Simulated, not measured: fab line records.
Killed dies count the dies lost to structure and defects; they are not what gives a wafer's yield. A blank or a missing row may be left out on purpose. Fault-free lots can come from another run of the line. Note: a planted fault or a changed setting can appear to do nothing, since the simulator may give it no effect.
fab line records + flow n5_finfet
record:
- lots: 10
- wafers: 30
- last_day: 18
route steps=1938 shown BEOL_M4@1085 PASSIVATION@1936
lots with no fault: from the same line, run without faults
start_h: the number of hours between the record's first day and the start of the first shown wafer of the lot + wait_h: time in hours since the lot's previous step + " repeats the value in the row above + L1.1+2: several wafers, shown together as one row + - either no value or no given start + * or withheld: withheld + < > ~ a bound
route shown NAME@n: a module of which the file shows steps, and the number in the route of the first + usual: the fault-free wafers' mean and standard deviation + same: alike in all rows + chamber/n: place in a boat + sites: readings site by site + _std_site: standard deviation across them + _edge_site: mean of outer sites minus mean of inner sites + radius_mm: for every site, how far away it sits from the centre of the wafer + mask NAME#n: copy n + behind: tool/chamber where the wafer was last shaped + hold: why the lot was held/for how many hours/how that ended + device: names the non-switching transistor (n, p or np) + end of line: the route-end tests of the same wafers + a step without rows: its recipe alone + killed: not the wafer's yield, but the dies lost to structure and defects at the first sort + map: the dies of a wafer, with x for killed, . for not killed, _ for no die there
set.NAME: setting as actually run; set.NAME@STEP: the setting as run at that earlier step + model.NAME: the simulator's own value behind a step, which no gauge read
the route's steps for a sample of lots (tables are steps, rows are wafers)
== steps ==
step: N5_BEOL_M4_ANNEAL_49
recipe:
- temp_c: 400
- time_s: 240
- ambient: vacuum
usual:
- heater_power_w: 826/87
| lot.wafer | tool           | chamber | start_h | wait_h | heater_power_w |
|-----------|----------------|---------|---------|--------|----------------|
| L466.2    | pvd_sputter-03 | -       | 165.12  | 0.0    | 781            |
| L466.3    | "              | -       | "       | "      | 800            |
| L466.4    | "              | -       | "       | "      | 710            |
| L474.2    | pvd_sputter-02 | -       | 209.22  | 0.0    | 1039           |
| L474.4    | "              | -       | "       | "      | 866            |
| L474.5    | "              | -       | "       | "      | 854            |
| L476.1    | pvd_sputter-01 | -       | 215.81  | 0.0    | 855            |
| L476.5    | "              | -       | "       | "      | 849            |
| L476.6    | "              | -       | "       | "      | 835            |
| L481.2    | pvd_sputter-01 | -       | 256.95  | 0.0    | 784            |
| L481.3    | "              | -       | "       | "      | 854            |
| L481.6    | "              | -       | "       | "      | 844            |
| L482.2    | pvd_sputter-03 | -       | 258.26  | 0.0    | 782            |
| L482.3    | "              | -       | "       | "      | 857            |
| L482.5    | "              | -       | "       | "      | 694            |
| L484.1    | pvd_sputter-01 | -       | 259.47  | 0.0    | 892            |
| L484.2    | "              | -       | "       | "      | 693            |
| L484.3    | "              | -       | "       | "      | 853            |
| L483.1    | pvd_sputter-03 | -       | 263.82  | 0.0    | 839            |
| L483.4    | "              | -       | "       | "      | 785            |
| L483.5    | "              | -       | "       | "      | 779            |
| L485.3    | pvd_sputter-01 | -       | 280.41  | 0.0    | 715            |
| L485.5    | "              | -       | "       | "      | 689            |
| L485.6    | "              | -       | "       | "      | 802            |
| L487.2    | pvd_sputter-03 | -       | 300.29  | 0.0    | 835            |
| L487.4    | "              | -       | "       | "      | 823            |
| L487.6    | "              | -       | "       | "      | 852            |
| L489.2    | pvd_sputter-03 | -       | 303.16  | 0.0    | 858            |
| L489.4    | "              | -       | "       | "      | 709            |
| L489.5    | "              | -       | "       | "      | 853            |
step: N5_BEOL_M4_SPUTTER_81
recipe:
- material: Cu
- target_thk_a: 45
- temp_c: -20
- chamber_pressure_pa: 0.07
- power_w: withheld
- time_s: 8.29
usual:
- chamber_pressure_pa: 0.06999/0.00014
- chuck_gas_flow_sccm: 1.27/0.051
- throttle_valve_pct: 30.2/1
| lot.wafer | tool           | chamber | start_h | wait_h | chamber_pressure_pa | chuck_gas_flow_sccm | throttle_valve_pct |
|-----------|----------------|---------|---------|--------|---------------------|---------------------|--------------------|
| L466.2    | pvd_sputter-03 | -       | 165.48  | 0.1    | 0.06981             | 1.30                | 30.8               |
| L466.3    | "              | -       | "       | "      | 0.0701              | 1.30                | 29.8               |
| L466.4    | "              | -       | "       | "      | 0.06992             | 1.22                | 30.9               |
| L474.2    | pvd_sputter-02 | -       | 209.58  | 0.1    | 0.07012             | 1.24                | 33.1               |
| L474.4    | "              | -       | "       | "      | 0.06996             | 1.27                | 28.2               |
| L474.5    | "              | -       | "       | "      | 0.06994             | 1.23                | 28.0               |
| L476.1    | pvd_sputter-01 | -       | 216.17  | 0.1    | 0.07009             | 1.14                | 30.9               |
| L476.5    | "              | -       | "       | "      | 0.07009             | 1.26                | 30.5               |
| L476.6    | "              | -       | "       | "      | 0.06992             | 1.27                | 30.7               |
| L481.2    | pvd_sputter-01 | -       | 257.31  | 0.1    | 0.06988             | 1.27                | 29.6               |
| L481.3    | "              | -       | "       | "      | 0.06983             | 1.31                | 30.8               |
| L481.6    | "              | -       | "       | "      | 0.07003             | 1.36                | 30.5               |
| L482.2    | pvd_sputter-03 | -       | 258.62  | 0.1    | 0.07014             | 1.30                | 30.4               |
| L482.3    | "              | -       | "       | "      | 0.07019             | 1.21                | 29.0               |
| L482.5    | "              | -       | "       | "      | 0.06994             | 1.22                | 30.8               |
| L484.1    | pvd_sputter-01 | -       | 259.83  | 0.1    | 0.07007             | 1.24                | 30.8               |
| L484.2    | "              | -       | "       | "      | 0.07                | 1.33                | 29.6               |
| L484.3    | "              | -       | "       | "      | 0.07027             | 1.22                | 30.6               |
| L483.1    | pvd_sputter-03 | -       | 264.18  | 0.1    | 0.07004             | 1.20                | 29.2               |
| L483.4    | "              | -       | "       | "      | 0.06999             | 1.28                | 29.9               |
| L483.5    | "              | -       | "       | "      | 0.0699              | 1.31                | 30.4               |
| L485.3    | pvd_sputter-01 | -       | 280.77  | 0.1    | 0.06991             | 1.30                | 29.9               |
| L485.5    | "              | -       | "       | "      | 0.06997             | 1.29                | 29.7               |
| L485.6    | "              | -       | "       | "      | 0.07007             | 1.20                | 29.7               |
| L487.2    | pvd_sputter-03 | -       | 300.65  | 0.1    | 0.06997             | 1.23                | 29.1               |
| L487.4    | "              | -       | "       | "      | 0.07008             | 1.28                | 30.1               |
| L487.6    | "              | -       | "       | "      | 0.07013             | 1.36                | 29.1               |
| L489.2    | pvd_sputter-03 | -       | 303.52  | 0.1    | 0.07024             | 1.24                | 29.0               |
| L489.4    | "              | -       | "       | "      | 0.07002             | 1.33                | 30.7               |
| L489.5    | "              | -       | "       | "      | 0.07008             | 1.21                | 29.1               |
step: N5_BEOL_M4_SPUTTER_90
recipe:
- material: Cu
- target_thk_a: 45
- temp_c: -20
- chamber_pressure_pa: 0.07
- power_w: withheld
- time_s: 8.29
usual:
- chamber_pressure_pa: 0.07/0.00014
- chuck_gas_flow_sccm: 1.27/0.052
- throttle_valve_pct: 30.2/1
| lot.wafer | tool           | chamber | start_h | wait_h | chamber_pressure_pa | chuck_gas_flow_sccm | throttle_valve_pct |
|-----------|----------------|---------|---------|--------|---------------------|---------------------|--------------------|
| L466.2    | pvd_sputter-03 | -       | 166.14  | 0.1    | 0.06994             | 1.23                | 30.7               |
| L466.3    | "              | -       | "       | "      | 0.0701              | 1.27                | 29.9               |
| L466.4    | "              | -       | "       | "      | 0.07011             | 1.22                | 31.0               |
| L474.2    | pvd_sputter-02 | -       | 210.24  | 0.1    | 0.06983             | 1.27                | 32.9               |
| L474.4    | "              | -       | "       | "      | 0.06996             | 1.25                | 27.9               |
| L474.5    | "              | -       | "       | "      | 0.06994             | 1.27                | 28.1               |
| L476.1    | pvd_sputter-01 | -       | 216.83  | 0.1    | 0.07008             | 1.20                | 30.6               |
| L476.5    | "              | -       | "       | "      | 0.07016             | 1.28                | 30.6               |
| L476.6    | "              | -       | "       | "      | 0.06995             | 1.22                | 30.7               |
| L481.2    | pvd_sputter-01 | -       | 257.97  | 0.1    | 0.07005             | 1.28                | 29.6               |
| L481.3    | "              | -       | "       | "      | 0.06977             | 1.25                | 31.0               |
| L481.6    | "              | -       | "       | "      | 0.0699              | 1.35                | 30.8               |
| L482.2    | pvd_sputter-03 | -       | 259.28  | 0.1    | 0.07005             | 1.31                | 30.3               |
| L482.3    | "              | -       | "       | "      | 0.06998             | 1.24                | 28.8               |
| L482.5    | "              | -       | "       | "      | 0.06985             | 1.19                | 30.9               |
| L484.1    | pvd_sputter-01 | -       | 260.49  | 0.1    | 0.07007             | 1.29                | 30.8               |
| L484.2    | "              | -       | "       | "      | 0.0703              | 1.32                | 29.6               |
| L484.3    | "              | -       | "       | "      | 0.06985             | 1.29                | 30.6               |
| L483.1    | pvd_sputter-03 | -       | 264.84  | 0.1    | 0.06991             | 1.33                | 28.9               |
| L483.4    | "              | -       | "       | "      | 0.07002             | 1.27                | 29.7               |
| L483.5    | "              | -       | "       | "      | 0.07011             | 1.31                | 30.8               |
| L485.3    | pvd_sputter-01 | -       | 281.43  | 0.1    | 0.06993             | 1.23                | 30.0               |
| L485.5    | "              | -       | "       | "      | 0.07004             | 1.25                | 29.6               |
| L485.6    | "              | -       | "       | "      | 0.07012             | 1.30                | 29.8               |
| L487.2    | pvd_sputter-03 | -       | 301.31  | 0.1    | 0.0702              | 1.22                | 28.9               |
| L487.4    | "              | -       | "       | "      | 0.07011             | 1.23                | 29.8               |
| L487.6    | "              | -       | "       | "      | 0.07028             | 1.32                | 29.2               |
| L489.2    | pvd_sputter-03 | -       | 304.18  | 0.1    | 0.06962             | 1.27                | 28.7               |
| L489.4    | "              | -       | "       | "      | 0.06997             | 1.20                | 31.0               |
| L489.5    | "              | -       | "       | "      | 0.06987             | 1.28                | 28.9               |
step: N5_BEOL_M4_SPUTTER_94
recipe:
- material: Cu
- target_thk_a: 45
- temp_c: -20
- chamber_pressure_pa: 0.07
- power_w: withheld
- time_s: 8.29
usual:
- chamber_pressure_pa: 0.06997/0.00014
- chuck_gas_flow_sccm: 1.27/0.054
- throttle_valve_pct: 30.2/1
| lot.wafer | tool           | chamber | start_h | wait_h | chamber_pressure_pa | chuck_gas_flow_sccm | throttle_valve_pct |
|-----------|----------------|---------|---------|--------|---------------------|---------------------|--------------------|
| L466.2    | pvd_sputter-03 | -       | 166.58  | 0.1    | 0.06986             | 1.15                | 30.5               |
| L466.3    | "              | -       | "       | "      | 0.07003             | 1.34                | 29.9               |
| L466.4    | "              | -       | "       | "      | 0.07001             | 1.24                | 31.1               |
| L474.2    | pvd_sputter-02 | -       | 210.68  | 0.1    | 0.06971             | 1.28                | 33.0               |
| L474.4    | "              | -       | "       | "      | 0.07002             | 1.25                | 27.9               |
| L474.5    | "              | -       | "       | "      | 0.07027             | 1.26                | 27.8               |
| L476.1    | pvd_sputter-01 | -       | 217.27  | 0.1    | 0.06991             | 1.27                | 30.7               |
| L476.5    | "              | -       | "       | "      | 0.07009             | 1.25                | 30.9               |
| L476.6    | "              | -       | "       | "      | 0.06977             | 1.23                | 30.3               |
| L481.2    | pvd_sputter-01 | -       | 258.41  | 0.1    | 0.06972             | 1.28                | 29.8               |
| L481.3    | "              | -       | "       | "      | 0.06992             | 1.22                | 30.6               |
| L481.6    | "              | -       | "       | "      | 0.06998             | 1.21                | 31.1               |
| L482.2    | pvd_sputter-03 | -       | 259.72  | 0.1    | -                   | -                   | -                  |
| L482.3    | "              | -       | "       | "      | -                   | -                   | -                  |
| L482.5    | "              | -       | "       | "      | -                   | -                   | -                  |
| L484.1    | pvd_sputter-01 | -       | 260.93  | 0.1    | -                   | -                   | -                  |
| L484.2    | "              | -       | "       | "      | -                   | -                   | -                  |
| L484.3    | "              | -       | "       | "      | -                   | -                   | -                  |
| L483.1    | pvd_sputter-03 | -       | 265.28  | 0.1    | -                   | -                   | -                  |
| L483.4    | "              | -       | "       | "      | -                   | -                   | -                  |
| L483.5    | "              | -       | "       | "      | -                   | -                   | -                  |
| L485.3    | pvd_sputter-01 | -       | 281.87  | 0.1    | 0.07023             | 1.34                | 29.6               |
| L485.5    | "              | -       | "       | "      | 0.07001             | 1.29                | 29.7               |
| L485.6    | "              | -       | "       | "      | 0.06993             | 1.22                | 29.4               |
| L487.2    | pvd_sputter-03 | -       | 301.75  | 0.1    | 0.07005             | 1.31                | 29.1               |
| L487.4    | "              | -       | "       | "      | 0.06999             | 1.24                | 30.0               |
| L487.6    | "              | -       | "       | "      | 0.06998             | 1.35                | 28.8               |
| L489.2    | pvd_sputter-03 | -       | 304.62  | 0.1    | 0.07024             | 1.32                | 28.8               |
| L489.4    | "              | -       | "       | "      | 0.07                | 1.16                | 31.0               |
| L489.5    | "              | -       | "       | "      | 0.0699              | 1.21                | 29.0               |
step: N5_BEOL_M4_RC_MEAS_101
usual:
- DIBL_N: 36.4/1.4
- DIBL_P: 36.3/1.8
- IOFF_N: 0.163/0.024
- IOFF_P: 0.21/0.034
- ION_N: 673/11
- ION_P: 461/7.4
- SS_N: 71.6/0.52
- SS_P: 73.3/0.58
- VT_N: 249.4/2.5
- VT_P: -250/3.5
| lot.wafer | tool      | chamber | start_h | wait_h | DIBL_N[mV/V] | DIBL_P[mV/V] | IOFF_N[nA/um] | IOFF_P[nA/um] | ION_N[uA/um] | ION_P[uA/um] | SS_N[mV/dec] | SS_P[mV/dec] | VT_N[mV] | VT_P[mV] |
|-----------|-----------|---------|---------|--------|--------------|--------------|---------------|---------------|--------------|--------------|--------------|--------------|----------|----------|
| L466.2    | prober-02 | 0       | 168.13  | 0.2    | 36.6         | 36.5         | 0.169         | 0.20          | 686          | 462          | 70.9         | 72.7         | 248.1    | -253     |
| L466.3    | "         | 0       | "       | "      | 35.5         | 34.1         | 0.153         | 0.18          | 669          | 451          | 70.7         | 72.3         | 248.6    | -252     |
| L466.4    | "         | 0       | "       | "      | 36.9         | 37.0         | 0.187         | 0.21          | 699          | 465          | 71.5         | 73.4         | 246.2    | -252     |
| L474.2    | prober-02 | 0       | 212.44  | 0.2    | 36.0         | 36.8         | 0.169         | 0.23          | 665          | 461          | 72.1         | 73.5         | 248.2    | -247     |
| L474.4    | "         | 0       | "       | "      | 35.0         | 35.7         | 0.145         | 0.21          | 666          | 457          | 71.0         | 73.2         | 248.0    | -249     |
| L474.5    | "         | 0       | "       | "      | 36.5         | 37.7         | 0.174         | 0.26          | 680          | 475          | 71.9         | 73.9         | 247.9    | -244     |
| L476.1    | prober-02 | 0       | 218.60  | 0.0    | 37.4         | 37.7         | 0.189         | 0.24          | 675          | 464          | 71.9         | 73.2         | 245.7    | -250     |
| L476.5    | "         | 0       | "       | "      | 37.1         | 37.6         | 0.195         | 0.24          | 708          | 472          | 71.1         | 73.7         | 246.1    | -247     |
| L476.6    | "         | 0       | "       | "      | 35.2         | 35.3         | 0.146         | 0.20          | 686          | 470          | 71.2         | 73.1         | 252.9    | -251     |
| L481.2    | prober-01 | 0       | 260.35  | 0.2    | 35.4         | 36.8         | 0.153         | 0.22          | 674          | 461          | 71.8         | 72.6         | 250.4    | -249     |
| L481.3    | "         | 0       | "       | "      | 34.9         | 35.6         | 0.145         | 0.20          | 648          | 450          | 71.6         | 73.0         | 251.5    | -251     |
| L481.6    | "         | 0       | "       | "      | 36.1         | 36.5         | 0.154         | 0.21          | 666          | 458          | 71.9         | 73.0         | 252.0    | -251     |
| L482.2    | prober-02 | 0       | 261.20  | 0.2    | 37.7         | 35.9         | 0.174         | 0.21          | 663          | 451          | 72.5         | 73.4         | 252.2    | -249     |
| L482.3    | "         | 0       | "       | "      | 35.0         | 33.7         | 0.124         | 0.17          | 661          | 455          | 71.4         | 73.3         | 254.1    | -250     |
| L482.5    | "         | 0       | "       | "      | 35.7         | 33.7         | 0.138         | 0.17          | 653          | 448          | 71.8         | 72.7         | 252.6    | -256     |
| L484.1    | prober-01 | 0       | 262.24  | 0.0    | 35.6         | 34.6         | 0.142         | 0.17          | 658          | 449          | 71.2         | 72.6         | 251.1    | -254     |
| L484.2    | "         | 0       | "       | "      | 35.3         | 34.4         | 0.139         | 0.17          | 671          | 454          | 71.2         | 72.4         | 253.0    | -258     |
| L484.3    | "         | 0       | "       | "      | 37.2         | 37.2         | 0.175         | 0.21          | 675          | 463          | 71.5         | 73.6         | 246.6    | -252     |
| L483.1    | prober-01 | 0       | 266.60  | 0.0    | 36.4         | 37.2         | 0.175         | 0.22          | 676          | 461          | 71.5         | 73.4         | 248.3    | -248     |
| L483.4    | "         | 0       | "       | "      | 34.9         | 35.6         | 0.147         | 0.19          | 683          | 465          | 70.5         | 72.6         | 248.1    | -251     |
| L483.5    | "         | 0       | "       | "      | 35.2         | 36.2         | 0.153         | 0.19          | 682          | 468          | 70.8         | 72.1         | 249.0    | -251     |
| L485.3    | prober-02 | 0       | 283.50  | 0.3    | 37.2         | 37.3         | 0.153         | 0.21          | 674          | 457          | 72.6         | 73.9         | 250.4    | -250     |
| L485.5    | "         | 0       | "       | "      | 36.8         | 36.7         | 0.150         | 0.20          | 665          | 459          | 71.8         | 73.5         | 252.3    | -251     |
| L485.6    | "         | 0       | "       | "      | 36.7         | 37.1         | 0.156         | 0.21          | 679          | 463          | 71.8         | 73.9         | 251.0    | -253     |
| L487.2    | prober-02 | 0       | 303.23  | 0.2    | 35.1         | 34.8         | 0.137         | 0.19          | 665          | 460          | 70.9         | 73.0         | 250.8    | -250     |
| L487.4    | "         | 0       | "       | "      | 36.0         | 35.2         | 0.146         | 0.20          | 666          | 455          | 71.1         | 72.9         | 251.1    | -250     |
| L487.6    | "         | 0       | "       | "      | 35.1         | 35.0         | 0.142         | 0.20          | 662          | 456          | 70.9         | 72.6         | 248.0    | -248     |
| L489.2    | prober-01 | 0       | 306.09  | 0.2    | 37.4         | 35.5         | 0.158         | 0.23          | 674          | 466          | 71.0         | 73.2         | 249.3    | -247     |
| L489.4    | "         | 0       | "       | "      | 40.3         | 38.7         | 0.217         | 0.30          | 691          | 465          | 72.4         | 73.9         | 245.3    | -242     |
| L489.5    | "         | 0       | "       | "      | 36.6         | 33.9         | 0.146         | 0.22          | 656          | 458          | 71.6         | 72.1         | 254.2    | -247     |
step: N5_PASSIVATION_PROBE_49
usual:
- defect_limited_yield: 91.4/1.6
- killed_at_M0_to_M3: 34/12
- killed_at_M4_up: 13/5.2
- killed_at_contacts: 11/5.5
- killed_at_front_end: 40/13
- killed_at_other: 3.4/2.7
- killed_dies: 102/19
- killed_open: 66/15
- killed_short: 33/7.9
- sort_bin_5_function: 5.1/1.1
- sort_bin_6_memory: 3.2/0.7
- sort_n_pass: 1078/19
- sort_yield_pct: 91.4/1.6
same:
- gross_dies: 1180
- killed_at_back_side: 0
- sort_bin_4_leakage[%]: 0
- sort_bin_8_speed[%]: 0
| lot.wafer | tool      | chamber | start_h | wait_h | defect_limited_yield[%] | killed_at_M0_to_M3 | killed_at_M4_up | killed_at_contacts | killed_at_front_end | killed_at_other | killed_dies | killed_open | killed_short | sort_bin_5_function[%] | sort_bin_6_memory[%] | sort_n_pass | sort_yield_pct[%] |
|-----------|-----------|---------|---------|--------|-------------------------|--------------------|-----------------|--------------------|---------------------|-----------------|-------------|-------------|--------------|------------------------|----------------------|-------------|-------------------|
| L483.1    | prober-01 | -       | 370.65  | 0.0    | 90.2                    | 33                 | 26              | 7                  | 49                  | 1               | 116         | 72          | 36           | 6.3                    | 3.3                  | 1064        | 90.2              |
| L483.4    | prober-01 | -       | 370.80  | 0.2    | 90.6                    | 38                 | 12              | 22                 | 38                  | 1               | 111         | 55          | 53           | 5.8                    | 3.2                  | 1069        | 90.6              |
| L483.5    | prober-01 | -       | 370.85  | 0.2    | 90.0                    | 28                 | 15              | 14                 | 57                  | 4               | 118         | 77          | 35           | 6.6                    | 3.1                  | 1062        | 90.0              |
| L482.2    | prober-02 | -       | 371.83  | 0.1    | 93.3                    | 25                 | 13              | 9                  | 32                  | 0               | 79          | 45          | 31           | 2.7                    | 3.6                  | 1101        | 93.3              |
| L482.3    | prober-02 | -       | 371.88  | 0.1    | 92.1                    | 21                 | 15              | 15                 | 40                  | 2               | 93          | 55          | 30           | 4.4                    | 3.0                  | 1087        | 92.1              |
| L482.5    | prober-02 | -       | 371.98  | 0.2    | 92.9                    | 34                 | 6               | 11                 | 33                  | 0               | 84          | 53          | 28           | 4.5                    | 2.5                  | 1096        | 92.9              |
| L484.1    | prober-02 | -       | 382.08  | 0.0    | 93.1                    | 15                 | 12              | 12                 | 40                  | 2               | 81          | 46          | 28           | 3.8                    | 3.0                  | 1099        | 93.1              |
| L484.2    | prober-02 | -       | 382.13  | 0.1    | 91.4                    | 25                 | 21              | 18                 | 34                  | 3               | 101         | 63          | 33           | 5.3                    | 2.8                  | 1079        | 91.4              |
| L484.3    | prober-02 | -       | 382.18  | 0.1    | 92.0                    | 31                 | 25              | 7                  | 30                  | 1               | 94          | 51          | 33           | 5.6                    | 2.0                  | 1086        | 92.0              |
killed by level:class
L483.1 FIN_SAQP:geometric_particle:open=15 FIN_SAQP:geometric_particle:short=8 BEOL_M4:geometric_particle:open=8 BEOL_M4:interface_void_opened=8 STI_FIN_REVEAL:geometric_particle:open=7 MOL_CONTACT_COAG:geometric_particle:open=7 BEOL_M0_SAQP:geometric_particle:open=7 BEOL_M2:geometric_particle:open=6
L483.4 MOL_CONTACT_COAG:geometric_particle:open=16 FIN_SAQP:geometric_particle:short=14 BEOL_M0_SAQP:geometric_particle:short=13 STI_FIN_REVEAL:geometric_particle:open=7 BEOL_M0_SAQP:geometric_particle:open=7 MOL_CONTACT_COAG:geometric_particle:short=6 BEOL_M4:geometric_particle:open=6 GATE_CUT:geometric_particle:short=5
L483.5 FIN_SAQP:geometric_particle:open=17 STI_FIN_REVEAL:geometric_particle:open=15 MOL_CONTACT_COAG:geometric_particle:open=11 FIN_SAQP:geometric_particle:short=10 BEOL_M2:geometric_particle:open=8 BEOL_M0_SAQP:geometric_particle:short=7 BEOL_M0_SAQP:geometric_particle:open=6 BEOL_M4:geometric_particle:open=5
L482.2 FIN_SAQP:geometric_particle:short=9 FIN_SAQP:geometric_particle:open=9 MOL_CONTACT_COAG:geometric_particle:open=9 BEOL_M0_SAQP:geometric_particle:short=6 BEOL_M0:geometric_particle:open=5 STARTING-WAFER:geometric_particle:open=4 BEOL_M2:geometric_particle:short=4 DUMMY_GATE:geometric_particle:short=3
L482.3 MOL_CONTACT_COAG:geometric_particle:open=12 FIN_SAQP:geometric_particle:open=11 STI_FIN_REVEAL:geometric_particle:open=5 BEOL_M0_SAQP:geometric_particle:short=5 DUMMY_GATE:geometric_particle:open=4 DUMMY_GATE:geometric_particle:short=4 BEOL_M6:geometric_particle:open=4 BEOL_M4:interface_void_opened=4
L482.5 FIN_SAQP:geometric_particle:open=10 MOL_CONTACT_COAG:geometric_particle:open=8 BEOL_M0_SAQP:geometric_particle:open=7 BEOL_M3:geometric_particle:open=6 FIN_SAQP:geometric_particle:short=5 BEOL_M0_SAQP:geometric_particle:short=5 BEOL_M0:geometric_particle:open=5 GATE_CUT:geometric_particle:short=4
L484.1 STI_FIN_REVEAL:geometric_particle:open=16 MOL_CONTACT_COAG:geometric_particle:open=11 FIN_SAQP:geometric_particle:short=9 STI_FIN_REVEAL:geometric_particle:short=5 BEOL_M2:geometric_particle:open=4 BEOL_M4:interface_void_opened=4 FIN_SAQP:geometric_particle:open=3 BEOL_M0_SAQP:geometric_particle:short=3
L484.2 MOL_CONTACT_COAG:geometric_particle:open=13 FIN_SAQP:geometric_particle:open=7 FIN_SAQP:geometric_particle:short=7 BEOL_M0_SAQP:geometric_particle:open=7 BEOL_M0_SAQP:geometric_particle:short=6 STI_FIN_REVEAL:geometric_particle:open=5 GATE_CUT:geometric_particle:short=5 MOL_CONTACT_COAG:geometric_particle:short=5
L484.3 BEOL_M4:interface_void_opened=10 BEOL_M3:geometric_particle:open=10 FIN_SAQP:geometric_particle:short=8 STI_FIN_REVEAL:geometric_particle:open=7 MOL_CONTACT_COAG:geometric_particle:open=7 BEOL_M5:geometric_particle:open=6 BEOL_M3:geometric_particle:short=6 FIN_SAQP:geometric_particle:open=4
== key ==
first_sign:
- step: N5_BEOL_M4_SPUTTER_94
- reading: tool_record
- direction: missing
effect none on later readings
met_at N5_BEOL_M4_SPUTTER_94
struck_lots L482,L483,L484
not_acting_at N5_BEOL_M4_ANNEAL_49,N5_BEOL_M4_SPUTTER_81,N5_BEOL_M4_SPUTTER_90
onset_between 258.41 259.72
fault:
- kind: skipped_step_whole
- tool: pvd_sputter-01,pvd_sputter-03
- chamber: -
- onset_h: 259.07
- steps: N5_BEOL_M4_SPUTTER_94
- scope: struck_lots_only
